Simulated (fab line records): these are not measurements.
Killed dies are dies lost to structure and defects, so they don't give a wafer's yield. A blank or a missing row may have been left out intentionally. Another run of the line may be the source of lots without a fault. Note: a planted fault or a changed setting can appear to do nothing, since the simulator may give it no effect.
Problem report, 8D (eight disciplines) form, completed by code | flow n5-finfet | the parts of the form that need people (team, actions taken, sign-off) are left out

== 1. WHAT IS WRONG ==
Mean of barrier-field-endpoint-s at N5_BEOL_M0_CMP_120: 2.71 s across 6 wafers in 3 lots; on wafers with no fault it is 3.66 s (standard deviation 0.13). Measured from the usual mean, that is -7.3 standard deviations.
The step: polishes, stops on SiOC, t overpolish 6.9 s.
The first sign was on wafer L224.3 at day 9 16:14, on cmp-03. The record holds 27 wafers of 9 lots with a number at this step. Rule for "out" (also "out of limits"): further than 4 standard deviations from the usual mean. The rest of the wafers with a number are treated as sound.

== 2. WHAT IT IS; WHAT IT IS NOT ==
question                    | is                                             | is not
which readings at this step | barrier-field-endpoint-s                       | motor-current-A
which lots                  | L224, L225, L227                               | L213, L214, L218, L226, L229, L230
which wafers of those lots  | L224.3, L224.5, L225.2, L225.5, L227.2, L227.5 | L224.1, L225.4, L227.4
read on which tools         | cmp-02, cmp-03                                 | -
when                        | from day 9 16:14                               | up to then (10 sound wafers); but 11 sound wafers of L225, L226, L227, L229, L230 came after

== 3. THE SUSPECTS, EACH WITH WHAT RULES IT OUT ==
Counting: if a tool at a process step up to the reading ran every lot that is out, it stays a suspect. Sound lots after the first of them don't rule it out here, since some wafers of a struck lot are sound.
- rie-diel-02 at N5_BEOL_M0_SAQP_STRIP_75 (strips in CF4): kept. It processed each lot that is out (first: L224, day 9 08:37); up to then, its last sound lot is L218 (day 8 02:39).
- ald-metal-01 at N5_BEOL_M0_ALD_136 (deposits TaN, pulse time 2 s, purge time 3 s, co reactant purge time 2 s): kept. It processed each lot that is out (first: L224, day 9 14:37); up to then, its last sound lot is L214 (day 6 21:25).
After counting, rie-diel-02 at N5_BEOL_M0_SAQP_STRIP_75 and ald-metal-01 at N5_BEOL_M0_ALD_136 remain.

== 4. THE CAUSE (what the simulator had put in) ==
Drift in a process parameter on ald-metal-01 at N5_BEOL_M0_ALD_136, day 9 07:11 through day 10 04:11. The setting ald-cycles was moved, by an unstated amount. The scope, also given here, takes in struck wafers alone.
2 suspects survive the count, and this tool is in that group.

== 5. SEQUENCE OF EFFECTS, ordered by route ==
One row per reading whose mean, taken over the struck wafers that have a number, lies over 3 standard deviations from the usual. Only readings whose record carries a usual standard deviation are examined. hours: median over the lots of the time between each lot's start at the first step of this table that gives one and its start at this step. sigmas: the change, counted in usual standard deviations.
hours | step               | reading                  | usual  | on struck wafers | change | sigmas
0     | N5_BEOL_M0_CMP_120 | barrier-field-endpoint-s | 3.66 s | 2.71             | -0.95  | -7.3
Process steps it contains:
- N5_BEOL_M0_CMP_120: polishes, stops on SiOC, t overpolish 6.9 s.
At these later measuring or inspecting steps, every struck wafer for which the step has a row has a number for every such reading, and none has moved that far: N5_BEOL_M4_RC_MEAS_101.

== 6. HOW IT WOULD HAVE BEEN CAUGHT EARLIER ==
First out-of-limits reading in this record: day 9 16:14, which is 9 hours after fault onset at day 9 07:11.
No tool reading at N5_BEOL_M0_ALD_136 that has a usual standard deviation in the record was out on any struck wafer, so an alarm limit of 4 standard deviations on those readings would not have fired.
Among the 3 lots that are out, L225, L227 began N5_BEOL_M0_ALD_136 on ald-metal-01 after day 9 16:14. A hold on the tool at that time would have spared those 2.
